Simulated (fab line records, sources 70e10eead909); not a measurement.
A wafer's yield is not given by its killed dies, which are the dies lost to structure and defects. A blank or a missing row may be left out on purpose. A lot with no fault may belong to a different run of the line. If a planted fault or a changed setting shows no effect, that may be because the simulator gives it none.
Chamber matching ; flow nandHarc ; 3 sister chambers for NHARC_A_SLIT_DEP_23 on pecvd-01
The step deposits SiON, target thk 100 nm. 6 wafers are shown with their chamber, then 8 later ones without.

## WAFERS, EACH WITH ITS CHAMBER
wafer;chamber;showerheadVppV (V);heaterPowerW (W)
L082.3;1;1035;754
L082.5;2;1155;865
L083.1;0;1101;638
L083.2;1;1047;884
L083.6;2;1146;790
L089.2;0;1094;640

## WAFERS WITHOUT THEIR CHAMBER
wafer;showerheadVppV (V);heaterPowerW (W)
L089.3;1165;818
L089.5;1071;798
L090.2;1080;705
L090.3;1039;828
L090.4;1144;821
L093.2;1151;839
L093.4;1080;615
L093.5;1164;854

## THE CHAMBER EACH PASSED THROUGH
wafer;from the rows above;in truth
L089.3;2;2
L089.5;can't be placed: 1 or 0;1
L090.2;0;0
L090.3;1;1
L090.4;2;2
L093.2;2;2
L093.4;0;0
L093.5;2;2
Correct placement for 7 of the 8. Cannot be placed on the basis of these rows: 1; the candidates contain the true chamber in 1. Wrongly placed: 0.
How it was worked out, from the rows above alone: a wafer's distance from a chamber is the root of the sum, over the readings, of the square of ((its reading less the chamber's mean) divided by the reading's scatter). If the next closest chamber is less than 2 further off than the closest, the wafer can't be placed; otherwise it belongs to the closest. A chamber's mean is the mean of its shown wafers. The scatter: the root of (the sum of the squares of (reading less its chamber's mean) over the shown wafers, divided by (wafers less chambers)).
